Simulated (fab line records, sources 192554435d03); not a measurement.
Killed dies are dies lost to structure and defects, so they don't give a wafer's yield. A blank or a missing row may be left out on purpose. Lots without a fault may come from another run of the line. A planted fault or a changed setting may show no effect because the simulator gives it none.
fab line records | flow n5_finfet
record lots=24 wafers=72 last_day=18
route steps=1938 shown PMOS_HMC_CHANNEL_EPI@82 FIN_SAQP@102
lots that met no fault: from a run of the same line without faults
start_h: hours from the record's first day to the start of the lot's first wafer shown | wait_h: hours since the lot's step before | " the same as in the row above | L1.1+2: a row that stands for several wafers | - no value, or no start given | * or withheld: withheld | < > ~ a bound
route shown NAME@n: a module of which the file shows steps, and the number in the route of the first | usual: mean/standard deviation of fault-free wafers | same: alike in all rows | chamber/n: place in a boat | sites: the reading at each site | _std_site: their standard deviation | _edge_site: outer sites' mean less inner sites' | radius_mm: how far each site lies from the wafer's centre | mask NAME#n: copy n | behind: the tool/chamber that last shaped the wafer | hold: why the lot was held/for how many hours/how that ended | device: the transistor (n, p or np) that didn't switch | end of line: the same wafers' tests at the end of the route | a step without rows: its recipe alone | killed: dies lost to structure and defects at the first sort, not the wafer's yield | map: a wafer's dies, x killed, . not, _ none there
set.NAME: the setting as run; set.NAME@STEP: as run at that earlier step | model.NAME: the simulator's own value behind a step, which no gauge read
steps of the route over a sample of lots; a table a step, a row a wafer
services: from which hour (start_h, from the record's first day; less than 0 if before it) a tool's chamber was out of use, for how many hours, and why
## steps
# step N5_PMOS_HMC_CHANNEL_EPI_THK_MEAS_22
# recipe reads=SiGe30_of_PMOS_HMC_CHANNEL_EPI_EPI_20
# usual HMC_CMP_THK=53.9/0.65
# columns lot.wafer tool chamber start_h wait_h HMC_CMP_THK[nm]
L074.2 film_metro-01 - 20.14 - 54.2
L074.3 " - " " 53.0
L074.6 " - " " 54.1
L075.1 film_metro-02 - 26.12 - 54.3
L075.2 " - " " 53.4
L075.3 " - " " 54.6
L076.1 film_metro-01 - 32.65 - 53.3
L076.3 " - " " 54.8
L076.4 " - " " 54.0
L077.2 film_metro-01 - 38.92 - 55.3
L077.3 " - " " 54.7
L077.4 " - " " 54.3
L078.1 film_metro-01 - 43.54 - 53.0
L078.2 " - " " 54.5
L078.5 " - " " 54.3
L079.2 film_metro-02 - 49.74 - 52.1
L079.4 " - " " 52.4
L079.5 " - " " 53.6
L080.1 film_metro-01 - 55.89 - 53.9
L080.3 " - " " 53.3
L080.5 " - " " 54.6
L081.2 film_metro-01 - 61.89 - 54.0
L081.3 " - " " 54.6
L081.6 " - " " 54.4
L082.3 film_metro-01 - 67.91 - 53.5
L082.4 " - " " 53.8
L082.5 " - " " 54.2
L083.3 film_metro-02 - 73.89 - 54.7
L083.5 " - " " 54.8
L083.6 " - " " 53.6
L084.2 film_metro-01 - 80.83 - 54.5
L084.5 " - " " 53.4
L084.6 " - " " 53.6
L085.3 film_metro-01 - 86.52 - 54.2
L085.4 " - " " 54.6
L085.6 " - " " 54.9
L086.1 film_metro-01 - 92.13 - 53.7
L086.3 " - " " 53.7
L086.5 " - " " 54.0
L087.2 film_metro-02 - 97.68 - 54.7
L087.4 " - " " 53.9
L087.5 " - " " 55.0
L088.1 film_metro-02 - 104.24 - 53.7
L088.2 " - " " 52.7
L088.4 " - " " 53.7
L089.1 film_metro-02 - 109.84 - 53.1
L089.5 " - " " 54.8
L089.6 " - " " 54.0
L090.3 film_metro-02 - 115.96 - 54.0
L090.5 " - " " 53.7
L090.6 " - " " 54.0
L091.1 film_metro-01 - 122.58 - 53.4
L091.4 " - " " 54.4
L091.5 " - " " 53.5
L092.4 film_metro-01 - 127.89 - 53.8
L092.5 " - " " 52.7
L092.6 " - " " 53.8
L093.2 film_metro-02 - 133.71 - 54.1
L093.3 " - " " 54.3
L093.4 " - " " 53.9
L094.1 film_metro-02 - 139.80 - 52.6
L094.4 " - " " 52.9
L094.5 " - " " 53.9
L095.2 film_metro-02 - 146.89 - 54.2
L095.4 " - " " 54.2
L095.6 " - " " 54.8
L096.1 film_metro-02 - 152.10 - 54.0
L096.5 " - " " 54.6
L096.6 " - " " 53.5
L097.1 film_metro-01 - 157.56 - 53.5
L097.3 " - " " 54.2
L097.5 " - " " 53.7
# step N5_FIN_SAQP_HM_DEP_72
# recipe material=SiO2 target_thk_a=120 temp_c=400 precursor=SiH4/N2O pressure_torr=0.75 rf_w=275 time_s=7.2
# usual heater_power_outer_w=467/46 heater_power_w=759/88 showerhead_plenum_p_Torr=8.17/0.11
# columns lot.wafer tool chamber start_h wait_h heater_power_outer_w heater_power_w showerhead_plenum_p_Torr
L074.2 pecvd-04 2 21.86 0.0 506 867 7.97
L074.3 " 1 " " 470 749 8.11
L074.6 " 0 " " 445 713 8.09
L075.1 pecvd-01 0 27.48 0.0 523 871 8.04
L075.2 " 1 " " 557 922 8.19
L075.3 " 2 " " 359 617 8.09
L076.1 pecvd-04 1 34.18 0.0 552 883 8.12
L076.3 " 2 " " 518 894 7.97
L076.4 " 0 " " 450 730 8.11
L077.2 pecvd-03 0 40.36 0.0 467 725 8.24
L077.3 " 2 " " 460 670 8.29
L077.4 " 0 " " 471 727 8.24
L078.1 pecvd-03 0 44.99 0.0 453 706 8.23
L078.2 " 2 " " 446 701 8.28
L078.5 " 2 " " 451 685 8.29
L079.2 pecvd-03 2 51.19 0.0 440 661 8.30
L079.4 " 0 " " 412 654 8.25
L079.5 " 1 " " 436 766 8.29
L080.1 pecvd-04 0 57.48 0.0 449 697 8.11
L080.3 " 1 " " 504 781 8.12
L080.5 " 1 " " 503 782 8.13
L081.2 pecvd-03 2 63.25 0.0 463 709 8.31
L081.3 " 0 " " 466 736 8.23
L081.6 " 1 " " 535 838 8.29
L082.3 pecvd-01 2 69.26 0.0 398 658 8.08
L082.4 " 0 " " 488 822 8.03
L082.5 " 1 " " 465 811 8.20
L083.3 pecvd-01 1 75.59 0.0 522 890 8.19
L083.5 " 2 " " 428 686 8.08
L083.6 " 1 " " 532 885 8.21
L084.2 pecvd-01 0 82.31 0.0 503 839 8.03
L084.5 " 1 " " 469 805 8.19
L084.6 " 0 " " 514 848 8.02
L085.3 pecvd-01 1 89.85 0.0 503 816 8.16
L085.4 " 1 " " 491 807 8.18
L085.6 " 2 " " 409 666 8.09
L086.1 pecvd-01 0 93.90 0.0 443 748 8.04
L086.3 " 1 " " 542 918 8.19
L086.5 " 0 " " 447 756 8.01
L087.2 pecvd-01 1 99.24 0.0 464 782 8.20
L087.4 " 1 " " 455 769 8.20
L087.5 " 2 " " 444 700 8.09
L088.1 pecvd-03 1 105.60 0.0 436 739 8.31
L088.2 " 0 " " 458 732 8.25
L088.4 " 2 " " 452 659 8.31
L089.1 pecvd-03 2 112.27 0.0 456 669 8.29
L089.5 " 1 " " 507 832 8.29
L089.6 " 2 " " 448 677 8.29
L090.3 pecvd-03 1 117.57 0.0 484 830 8.31
L090.5 " 0 " " 406 654 8.21
L090.6 " 2 " " 442 672 8.31
L091.1 pecvd-03 2 124.60 0.0 449 657 8.29
L091.4 " 2 " " 446 671 8.30
L091.5 " 1 " " 507 848 8.27
L092.4 pecvd-04 0 129.27 0.1 456 718 8.09
L092.5 " 1 " " 521 812 8.13
L092.6 " 2 " " 505 871 7.97
L093.2 pecvd-01 2 135.07 0.0 394 648 8.08
L093.3 " 1 " " 553 938 8.20
L093.4 " 1 " " 574 929 8.19
L094.1 pecvd-03 2 141.16 0.0 396 597 8.31
L094.4 " 2 " " 399 609 8.30
L094.5 " 1 " " 472 807 8.28
L095.2 pecvd-01 0 148.24 0.0 455 780 8.03
L095.4 " 1 " " 553 920 8.19
L095.6 " 0 " " 445 764 8.05
L096.1 pecvd-03 1 154.49 0.0 454 770 8.27
L096.5 " 2 " " 408 626 8.28
L096.6 " 1 " " 448 767 8.24
L097.1 pecvd-01 2 159.11 0.0 422 690 8.09
L097.3 " 1 " " 561 926 8.20
L097.5 " 0 " " 440 769 8.03
# step N5_FIN_SAQP_DESCUM_21
# recipe chemistry=O2 time_s=7.9 source_power_w=50 bias_power_w=20 pressure_mtorr=20 rf_frequency_hz=2.712e+07 temp_c=40 resist=CAR-ArF o2_flow_sccm=225
# usual drypump_motor_current_A=5.8/0.42 oes_product_au=0.78/0.089 rf_vpp_V=243.1/1.2 showerhead_plenum_p_Torr=2.10/0.063 throttle_valve_pct=20.29/0.28
# columns lot.wafer tool chamber start_h wait_h drypump_motor_current_A oes_product_au rf_hours_counter_h rf_vpp_V showerhead_plenum_p_Torr throttle_valve_pct
L074.2 rie_diel-01 0 22.45 0.1 6.2 0.72 195 243.9 2.16 20.10
L074.3 " 1 " " 5.9 0.68 241 243.6 2.05 20.48
L074.6 " 1 " " 5.9 0.67 - 242.9 2.05 20.49
L075.1 rie_diel-01 2 28.03 0.0 5.6 0.81 110 243.2 2.10 19.96
L075.2 " 1 " " 5.9 0.66 244 241.9 2.05 20.49
L075.3 " 0 " " 6.2 0.72 198 245.1 2.16 20.09
L076.1 rie_diel-02 1 34.60 0.0 4.8 0.73 177 241.7 2.00 20.25
L076.3 " 2 " " 5.6 0.69 221 243.0 2.16 20.87
L076.4 " 0 " " 5.5 0.85 54 244.5 2.12 19.87
L077.2 rie_diel-03 1 40.90 0.0 5.8 0.76 156 243.5 2.19 20.33
L077.3 " 3 " " 6.3 0.73 197 242.5 2.09 20.72
L077.4 " 2 " " 6.4 0.76 - 242.9 2.01 20.30
L078.1 rie_diel-02 0 45.80 0.4 5.5 0.86 58 243.4 2.12 19.88
L078.2 " 3 " " 5.8 0.87 45 243.8 2.12 20.30
L078.5 " 2 " " 5.6 0.69 - 242.6 2.15 20.89
L079.2 rie_diel-02 0 51.74 0.0 5.5 0.84 60 242.8 2.11 19.86
L079.4 " 2 " " 5.6 0.69 227 245.4 2.15 20.90
L079.5 " 3 " " 5.8 0.86 - 243.0 2.12 20.31
L080.1 rie_diel-02 3 58.18 0.2 5.8 0.85 48 243.5 2.12 20.33
L080.3 " 0 " " 5.5 0.85 62 243.0 2.11 19.89
L080.5 " 0 " " 5.5 0.84 - 242.4 2.11 19.89
L081.2 rie_diel-02 0 63.71 0.1 5.5 0.84 64 243.0 2.11 19.90
L081.3 " 2 " " 5.6 0.68 231 241.9 2.15 20.89
L081.6 " 3 " " 5.8 0.85 - 243.5 2.12 20.33
L082.3 rie_diel-03 3 69.80 0.0 6.3 0.72 209 242.1 2.08 20.73
L082.4 " 2 " " 6.4 0.75 161 241.8 2.00 20.30
L082.5 " 3 " " 6.3 0.71 - 242.5 2.08 20.72
L083.3 rie_diel-02 3 76.38 0.4 5.9 0.84 56 242.7 2.12 20.34
L083.5 " 3 " " 5.8 0.84 - 243.1 2.12 20.32
L083.6 " 0 " " 5.5 0.84 - 244.8 2.11 19.91
L084.2 rie_diel-02 1 83.58 0.7 4.8 0.72 195 241.1 1.99 20.31
L084.5 " 3 " " 5.9 0.84 - 244.0 2.12 20.34
L084.6 " 2 " " 5.6 0.69 - 243.1 2.15 20.91
L085.3 rie_diel-03 3 90.74 0.4 6.3 0.72 211 242.7 2.08 20.73
L085.4 " 2 " " 6.4 0.74 163 240.2 2.00 20.30
L085.6 " 2 " " 6.4 0.74 - 241.3 2.00 20.31
L086.1 rie_diel-01 3 94.62 0.2 6.2 0.92 16 245.5 2.23 20.08
L086.3 " 2 " " 5.6 0.78 143 244.3 2.09 19.99
L086.5 " 1 " " 5.8 0.97 - 243.3 2.04 20.09
L087.2 rie_diel-02 2 99.79 0.0 5.6 0.68 247 243.7 2.15 20.93
L087.4 " 0 " " 5.5 0.83 79 243.7 2.11 19.90
L087.5 " 3 " " 5.9 0.83 - 243.7 2.12 20.33
L088.1 rie_diel-01 0 106.16 0.0 6.2 0.69 235 243.2 2.14 20.15
L088.2 " 2 " " 5.6 0.78 147 243.1 2.09 20.03
L088.4 " 1 " " 5.9 0.94 8 243.5 2.04 20.11
L089.1 rie_diel-01 0 113.20 0.5 6.2 0.69 238 243.8 2.14 20.17
L089.5 " 2 " " 5.6 0.78 - 243.1 2.09 20.01
L089.6 " 1 " " 5.9 0.94 - 242.6 2.04 20.11
L090.3 rie_diel-01 2 118.11 0.0 5.6 0.77 152 242.6 2.08 20.03
L090.5 " 1 " " 5.9 0.94 - 242.4 2.04 20.11
L090.6 " 0 " " 6.2 0.69 - 244.1 2.14 20.15
L091.1 rie_diel-02 1 125.27 0.2 4.8 0.70 212 239.8 1.99 20.32
L091.4 " 1 " " 4.8 0.71 - 242.0 1.99 20.33
L091.5 " 0 " " 5.4 0.81 - 243.7 2.10 19.92
L092.4 rie_diel-01 2 129.79 0.0 5.6 0.77 157 242.4 2.08 20.04
L092.5 " 2 " " 5.6 0.77 - 242.2 2.08 20.03
L092.6 " 1 " " 5.9 0.93 - 241.1 2.04 20.12
L093.2 rie_diel-02 2 135.61 0.0 5.6 1.01 1 242.8 2.15 20.58
L093.3 " 1 " " 4.9 0.70 215 242.5 1.99 20.32
L093.4 " 3 " " 5.9 0.82 80 243.6 2.11 20.35
L094.1 rie_diel-01 2 142.55 0.9 5.6 0.77 161 242.7 2.08 20.02
L094.4 " 0 " " 6.2 0.68 249 244.2 2.14 20.18
L094.5 " 3 " " 6.2 0.89 - 245.3 2.23 20.09
L095.2 rie_diel-02 3 148.79 0.0 5.9 0.80 85 242.8 2.11 20.38
L095.4 " 2 " " 5.6 0.98 6 242.9 2.14 20.60
L095.6 " 0 " " 5.5 0.81 - 242.5 2.10 19.91
L096.1 rie_diel-03 1 155.03 0.0 5.8 0.72 193 244.2 2.17 20.37
L096.5 " 0 " " 6.3 0.68 - 242.1 2.06 20.27
L096.6 " 1 " " 5.8 0.72 - 243.8 2.17 20.38
L097.1 rie_diel-03 3 159.65 0.0 6.3 0.70 234 243.0 2.07 20.76
L097.3 " 1 " " 5.8 0.73 194 244.1 2.17 20.38
L097.5 " 2 " " 6.4 0.71 - 242.8 1.99 20.34
# step N5_FIN_SAQP_RECESS_75
# recipe chemistry=HF/NH3 target=SiO2 target_depth_a=144 afs_cycles=3 temp_c=30 sublimation_temp_c=180 sublimation_time_s=60
# usual drypump_motor_current_A=6.1/0.3 foreline_p_Torr=0.1280/0.00044
# columns lot.wafer tool chamber start_h wait_h drypump_motor_current_A foreline_p_Torr
L074.2 vapor_etch-01 1 23.73 0.4 5.9 0.1289
L074.3 " 0 " " 6.3 0.1279
L074.6 " 0 " " 6.3 0.1279
L075.1 vapor_etch-02 0 28.76 0.0 6.5 0.1284
L075.2 " 1 " " 5.6 0.1281
L075.3 " 1 " " 5.6 0.1272
L076.1 vapor_etch-01 0 35.30 0.0 6.2 0.1279
L076.3 " 1 " " 5.9 0.1279
L076.4 " 0 " " 6.3 0.1275
L077.2 vapor_etch-01 1 41.61 0.0 5.9 0.1277
L077.3 " 0 " " 6.2 0.1285
L077.4 " 1 " " 5.9 0.1286
L078.1 vapor_etch-01 1 46.55 0.1 5.9 0.1278
L078.2 " 0 " " 6.2 0.1287
L078.5 " 0 " " 6.2 0.1282
L079.2 vapor_etch-01 0 52.44 0.0 6.3 0.1283
L079.4 " 1 " " 5.9 0.1277
L079.5 " 0 " " 6.3 0.1282
L080.1 vapor_etch-01 1 58.95 0.0 5.9 0.1274
L080.3 " 1 " " 5.9 0.1280
L080.5 " 0 " " 6.3 0.1275
L081.2 vapor_etch-02 0 64.47 0.0 6.4 0.1276
L081.3 " 1 " " 5.6 0.1283
L081.6 " 0 " " 6.5 0.1274
L082.3 vapor_etch-01 1 70.72 0.2 5.9 0.1278
L082.4 " 0 " " 6.3 0.1284
L082.5 " 0 " " 6.2 0.1284
L083.3 vapor_etch-02 1 77.25 0.1 5.6 0.1280
L083.5 " 1 " " 5.6 0.1270
L083.6 " 0 " " 6.5 0.1287
L084.2 vapor_etch-02 1 84.36 0.0 5.6 0.1280
L084.5 " 0 " " 6.4 0.1277
L084.6 " 1 " " 5.6 0.1275
L085.3 vapor_etch-02 1 91.57 0.2 5.6 0.1276
L085.4 " 0 " " 6.5 0.1283
L085.6 " 1 " " 5.6 0.1278
L086.1 vapor_etch-01 1 95.59 0.0 5.9 0.1276
L086.3 " 1 " " 5.9 0.1277
L086.5 " 1 " " 5.9 0.1286
L087.2 vapor_etch-02 1 100.51 0.0 5.6 0.1287
L087.4 " 1 " " 5.6 0.1283
L087.5 " 1 " " 5.6 0.1298
L088.1 vapor_etch-01 1 106.86 0.0 5.9 0.1278
L088.2 " 0 " " 6.2 0.1284
L088.4 " 1 " " 5.9 0.1278
L089.1 vapor_etch-01 0 113.90 0.0 6.3 0.1274
L089.5 " 0 " " 6.3 0.1278
L089.6 " 1 " " 5.9 0.1280
L090.3 vapor_etch-01 1 118.94 0.1 5.9 0.1283
L090.5 " 0 " " 6.3 0.1279
L090.6 " 1 " " 5.9 0.1282
L091.1 vapor_etch-02 0 125.97 0.0 6.4 0.1284
L091.4 " 1 " " 5.6 0.1267
L091.5 " 0 " " 6.4 0.1280
L092.4 vapor_etch-01 0 130.62 0.2 6.2 0.1277
L092.5 " 1 " " 5.9 0.1275
L092.6 " 0 " " 6.2 0.1280
L093.2 vapor_etch-01 1 136.32 0.0 5.9 0.1281
L093.3 " 0 " " 6.2 0.1277
L093.4 " 1 " " 5.9 0.1279
L094.1 vapor_etch-01 1 143.25 0.0 5.9 0.1281
L094.4 " 0 " " 6.3 0.1281
L094.5 " 1 " " 5.9 0.1273
L095.2 vapor_etch-02 0 149.49 0.0 6.5 0.1280
L095.4 " 0 " " 6.4 0.1278
L095.6 " 0 " " 6.5 0.1279
L096.1 vapor_etch-01 0 155.73 0.0 6.2 0.1279
L096.5 " 0 " " 6.2 0.1272
L096.6 " 1 " " 5.9 0.1279
L097.1 vapor_etch-02 0 160.40 0.0 6.5 0.1277
L097.3 " 0 " " 6.5 0.1282
L097.5 " 1 " " 5.6 0.1284
# step N5_FIN_SAQP_RECESS_63
# recipe chemistry=HF/NH3 target=SiO2 target_depth_a=180 afs_cycles=3 temp_c=30 sublimation_temp_c=180 sublimation_time_s=60
# usual drypump_motor_current_A=6.06/0.28 foreline_p_Torr=0.1280/0.00043
# columns lot.wafer tool chamber start_h wait_h drypump_motor_current_A foreline_p_Torr
L074.2 vapor_etch-01 1 26.46 0.1 5.91 0.1287
L074.3 " 1 " " 5.90 0.1282
L074.6 " 0 " " 6.23 0.1280
L075.1 vapor_etch-01 1 30.33 0.1 5.91 0.1271
L075.2 " 0 " " 6.25 0.1285
L075.3 " 1 " " 5.88 0.1275
L076.1 vapor_etch-02 1 36.87 0.1 5.60 0.1274
L076.3 " 1 " " 5.61 0.1283
L076.4 " 0 " " 6.43 0.1275
L077.2 vapor_etch-02 0 43.39 0.1 6.46 0.1276
L077.3 " 0 " " 6.46 0.1276
L077.4 " 1 " " 5.60 0.1278
L078.1 vapor_etch-01 1 48.45 0.1 5.90 0.1280
L078.2 " 0 " " 6.23 0.1278
L078.5 " 0 " " 6.26 0.1272
L079.2 vapor_etch-01 1 55.03 0.5 5.91 0.1285
L079.4 " 1 " " 5.88 0.1278
L079.5 " 0 " " 6.27 0.1276
L080.1 vapor_etch-01 0 60.99 0.1 6.24 0.1284
L080.3 " 0 " " 6.26 0.1284
L080.5 " 0 " " 6.23 0.1279
L081.2 vapor_etch-02 1 66.24 0.1 5.59 0.1278
L081.3 " 1 " " 5.59 0.1287
L081.6 " 1 " " 5.60 0.1283
L082.3 vapor_etch-02 1 72.38 0.2 5.60 0.1269
L082.4 " 0 " " 6.45 0.1279
L082.5 " 0 " " 6.46 0.1285
L083.3 vapor_etch-02 1 79.23 0.2 5.60 0.1289
L083.5 " 1 " " 5.60 0.1276
L083.6 " 0 " " 6.48 0.1271
L084.2 vapor_etch-02 0 86.07 0.1 6.49 0.1285
L084.5 " 0 " " 6.45 0.1277
L084.6 " 1 " " 5.58 0.1278
L085.3 vapor_etch-01 0 93.84 0.2 6.26 0.1277
L085.4 " 1 " " 5.88 0.1277
L085.6 " 0 " " 6.24 0.1277
L086.1 vapor_etch-01 0 97.16 0.1 6.26 0.1279
L086.3 " 0 " " 6.26 0.1282
L086.5 " 1 " " 5.90 0.1282
L087.2 vapor_etch-01 1 102.37 0.1 5.88 0.1279
L087.4 " 1 " " 5.88 0.1283
L087.5 " 1 " " 5.86 0.1269
L088.1 vapor_etch-01 0 108.44 0.1 6.27 0.1279
L088.2 " 1 " " 5.88 0.1276
L088.4 " 1 " " 5.89 0.1275
L089.1 vapor_etch-01 0 115.47 0.1 6.23 0.1290
L089.5 " 1 " " 5.92 0.1281
L089.6 " 0 " " 6.21 0.1281
L090.3 vapor_etch-01 0 120.72 0.2 6.25 0.1285
L090.5 " 0 " " 6.25 0.1284
L090.6 " 1 " " 5.91 0.1281
L091.1 vapor_etch-02 0 127.54 0.1 6.46 0.1280
L091.4 " 1 " " 5.59 0.1281
L091.5 " 1 " " 5.61 0.1280
L092.4 vapor_etch-01 0 132.18 0.2 6.26 0.1278
L092.5 " 0 " " 6.23 0.1276
L092.6 " 1 " " 5.86 0.1286
L093.2 vapor_etch-01 1 137.89 0.1 5.92 0.1278
L093.3 " 1 " " 5.89 0.1279
L093.4 " 0 " " 6.26 0.1282
L094.1 vapor_etch-01 1 145.58 0.1 5.90 0.1283
L094.4 " 1 " " 5.91 0.1284
L094.5 " 0 " " 6.25 0.1281
L095.2 vapor_etch-01 0 151.82 0.1 6.26 0.1274
L095.4 " 0 " " 6.27 0.1275
L095.6 " 0 " " 6.27 0.1272
L096.1 vapor_etch-01 1 157.30 0.1 5.88 0.1282
L096.5 " 0 " " 6.24 0.1278
L096.6 " 1 " " 5.89 0.1286
L097.1 vapor_etch-01 1 162.17 0.2 5.91 0.1282
L097.3 " 1 " " 5.89 0.1275
L097.5 " 1 " " 5.92 0.1286
# step N5_FIN_SAQP_HM_OPEN_33
# recipe chemistry=CH3F/O2 target=SiNx mask_material=SiO2 target_depth_a=494 time_s=70.6 pressure_mtorr=30 source_w=395 bias_w=73 Ar_flow_sccm=150 CH3F_flow_sccm=30 O2_flow_sccm=20 ion_energy_ev=120 ends=cleared
# usual drypump_motor_current_A=5.8/0.5 etch_rf_on_time_s=69.2/1 oes_f_703_au=0.77/0.079 oes_product_au=0.66/0.067 rf_vpp_V=296.6/2.7 showerhead_plenum_p_Torr=2.00/0.063 throttle_valve_pct=16.25/0.23
# columns lot.wafer tool chamber start_h wait_h drypump_motor_current_A etch_rf_on_time_s oes_f_703_au oes_product_au rf_hours_counter_h rf_vpp_V showerhead_plenum_p_Torr throttle_valve_pct
L074.2 rie_diel-03 0 28.82 0.1 6.3 69.2 0.69 0.61 215 297.5 1.97 16.18
L074.3 " 2 " " 6.4 69.2 0.76 0.65 145 302.2 1.91 16.18
L074.6 " 3 " " 6.3 69.3 0.74 0.63 - 293.9 2.00 16.62
L075.1 rie_diel-03 2 31.66 0.0 6.4 68.1 0.76 0.65 146 300.8 1.91 16.20
L075.2 " 1 " " 5.8 68.1 0.76 0.65 153 298.0 2.08 16.21
L075.3 " 0 " " 6.3 69.8 0.69 0.60 216 297.5 1.97 16.18
L076.1 rie_diel-01 2 38.20 0.0 5.6 68.3 0.82 0.70 114 292.4 2.01 15.98
L076.3 " 1 " " 5.9 70.2 0.68 0.57 247 293.9 1.97 16.49
L076.4 " 0 " " 6.2 69.8 0.74 0.62 201 296.2 2.07 16.13
L077.2 rie_diel-02 2 44.85 0.0 5.6 69.4 0.70 0.59 224 293.4 2.06 16.84
L077.3 " 1 " " 4.8 68.5 0.72 0.62 180 295.8 1.91 16.20
L077.4 " 3 " " 5.9 68.8 0.84 0.74 44 299.8 2.04 16.26
L078.1 rie_diel-01 1 50.12 0.2 5.9 69.8 0.67 0.57 253 293.1 1.96 16.51
L078.2 " 0 " " 6.2 69.7 0.74 0.61 206 293.9 2.07 16.15
L078.5 " 0 " " 6.1 70.8 0.74 0.61 - 294.9 2.07 16.16
L079.2 rie_diel-03 1 56.36 0.0 5.8 68.0 0.75 0.64 163 299.2 2.08 16.23
L079.4 " 3 " " 6.3 69.6 0.73 0.62 204 295.2 1.99 16.64
L079.5 " 1 " " 5.8 68.8 0.75 0.65 - 295.9 2.08 16.23
L080.1 rie_diel-03 3 62.45 0.1 6.3 68.6 0.73 0.62 206 294.4 1.99 16.64
L080.3 " 2 " " 6.4 68.5 0.75 0.64 157 300.8 1.91 16.22
L080.5 " 2 " " 6.4 69.3 0.75 0.64 - 300.5 1.91 16.22
L081.2 rie_diel-03 0 68.13 0.0 6.3 69.3 0.69 0.60 224 297.0 1.97 16.20
L081.3 " 1 " " 5.8 68.5 0.75 0.64 167 297.9 2.08 16.24
L081.6 " 2 " " 6.4 68.1 0.75 0.64 - 300.0 1.91 16.22
L082.3 rie_diel-01 2 74.34 0.2 5.6 68.5 0.80 0.67 131 290.6 2.01 15.99
L082.4 " 2 " " 5.6 69.5 0.80 0.69 - 289.3 2.01 16.01
L082.5 " 3 " " 6.2 68.9 0.95 0.82 - 300.1 2.13 15.94
L083.3 rie_diel-02 3 80.82 0.1 5.9 68.7 0.84 0.72 58 300.3 2.04 16.29
L083.5 " 0 " " 5.5 68.7 0.85 0.72 - 295.9 2.03 15.89
L083.6 " 3 " " 5.8 69.5 0.83 0.72 - 299.6 2.04 16.30
L084.2 rie_diel-03 3 89.31 0.0 6.3 69.8 0.73 0.62 210 294.6 1.99 16.64
L084.5 " 3 " " 6.3 70.5 0.72 0.61 - 294.1 1.99 16.64
L084.6 " 2 " " 6.4 69.9 0.74 0.65 - 299.2 1.91 16.22
L085.3 rie_diel-03 2 95.91 0.0 6.4 67.2 0.74 0.64 165 300.2 1.91 16.23
L085.4 " 1 " " 5.8 69.3 0.75 0.63 172 297.3 2.08 16.26
L085.6 " 2 " " 6.4 68.5 0.74 0.64 - 302.7 1.91 16.24
L086.1 rie_diel-02 2 98.53 0.0 5.6 70.3 0.68 0.58 246 293.4 2.05 16.89
L086.3 " 0 " " 5.5 68.7 0.83 0.71 78 296.4 2.03 15.89
L086.5 " 3 " " 5.8 69.4 0.81 0.71 - 300.2 2.03 16.31
L087.2 rie_diel-02 2 103.69 0.0 5.6 70.8 0.69 0.58 248 294.7 2.05 16.88
L087.4 " 3 " " 5.9 70.3 0.82 0.71 68 298.8 2.03 16.33
L087.5 " 0 " " 5.5 68.9 0.84 0.70 - 295.5 2.03 15.89
L088.1 rie_diel-02 0 109.78 0.0 5.5 67.7 0.84 0.70 83 297.2 2.02 15.91
L088.2 " 3 " " 5.9 68.3 0.82 0.70 70 301.2 2.03 16.32
L088.4 " 3 " " 5.8 68.5 0.81 0.71 - 300.2 2.03 16.32
L089.1 rie_diel-01 2 117.16 0.0 5.6 68.8 0.79 0.66 151 292.0 2.00 16.03
L089.5 " 3 " " 6.1 68.8 0.89 0.78 - 299.8 2.13 15.97
L089.6 " 0 " " 6.2 71.9 0.71 0.60 - 293.2 2.05 16.20
L090.3 rie_diel-02 0 122.26 0.3 5.5 69.8 0.83 0.70 88 297.0 2.02 15.92
L090.5 " 1 " " 4.8 70.1 0.70 0.60 - 295.3 1.90 16.29
L090.6 " 3 " " 5.8 70.8 0.81 0.70 - 297.6 2.03 16.33
L091.1 rie_diel-02 1 128.90 0.1 4.8 66.7 0.70 0.61 214 296.0 1.90 16.27
L091.4 " 1 " " 4.8 68.8 0.70 0.61 - 296.2 1.90 16.27
L091.5 " 1 " " 4.8 68.6 0.70 0.61 - 297.0 1.90 16.27
L092.4 rie_diel-02 0 133.67 0.0 5.5 69.4 0.83 0.70 91 296.5 2.02 15.92
L092.5 " 2 " " 5.6 69.0 1.01 0.86 - 295.1 2.05 16.42
L092.6 " 1 " " 4.8 68.1 0.69 0.61 - 297.5 1.90 16.29
L093.2 rie_diel-02 2 139.60 0.1 5.6 69.2 1.00 0.85 2 293.1 2.05 16.43
L093.3 " 3 " " 5.8 69.0 0.80 0.70 81 299.5 2.03 16.35
L093.4 " 1 " " 4.8 69.8 0.70 0.60 216 295.0 1.90 16.28
L094.1 rie_diel-02 0 147.65 0.2 5.5 69.1 0.82 0.69 96 295.1 2.02 15.95
L094.4 " 2 " " 5.6 69.1 0.98 0.83 5 294.1 2.05 16.45
L094.5 " 0 " " 5.5 70.0 0.82 0.69 - 294.5 2.02 15.94
L095.2 rie_diel-02 0 153.93 0.0 5.5 68.6 0.83 0.69 98 297.1 2.02 15.95
L095.4 " 0 " " 5.5 68.6 0.81 0.69 - 296.1 2.02 15.93
L095.6 " 1 " " 4.8 69.3 0.70 0.60 - 296.7 1.90 16.29
L096.1 rie_diel-02 2 158.63 0.0 5.7 68.9 0.97 0.82 8 295.2 2.05 16.45
L096.5 " 1 " " 4.8 69.4 0.69 0.60 - 294.6 1.90 16.30
L096.6 " 0 " " 5.5 70.2 0.82 0.70 - 296.2 2.02 15.95
L097.1 rie_diel-03 2 163.70 0.0 6.4 69.0 0.73 0.62 188 300.6 1.90 16.28
L097.3 " 3 " " 6.3 69.9 0.71 0.60 235 294.8 1.98 16.68
L097.5 " 0 " " 6.3 71.3 0.67 0.57 - 298.6 1.96 16.28
## services
# columns tool chamber start_h hours kind
vapor_etch-02 - 16.91 0.3 repair
vapor_etch-01 - 18.91 2.8 pm
rie_diel-03 2 21.36 5.5 repair
rie_diel-01 2 21.38 5.8 repair
rie_diel-03 0 37.52 13.5 repair
rie_diel-01 3 40.38 - clean
rie_diel-01 3 40.38 - consumable_replace:focus_ring
rie_diel-01 3 40.38 - consumable_replace:showerhead
rie_diel-01 3 40.38 26.6 scheduled_down
rie_diel-01 3 40.38 26.6 vent_cycle
pecvd-01 2 41.86 2.9 repair
rie_diel-01 2 64.49 1.4 repair
rie_diel-01 1 67.05 - clean
rie_diel-01 1 67.05 - consumable_replace:focus_ring
rie_diel-01 1 67.05 21.3 scheduled_down
rie_diel-01 1 67.05 21.3 vent_cycle
rie_diel-03 - 72.00 15.6 pm
rie_diel-02 2 108.20 - clean
rie_diel-02 2 108.20 - consumable_replace:focus_ring
rie_diel-02 2 108.20 21.8 scheduled_down
rie_diel-02 2 108.20 21.8 vent_cycle
rie_diel-01 1 121.69 7.3 repair
rie_diel-02 3 152.96 1.8 repair
pecvd-04 - 154.32 2.8 pm
## key
fault none
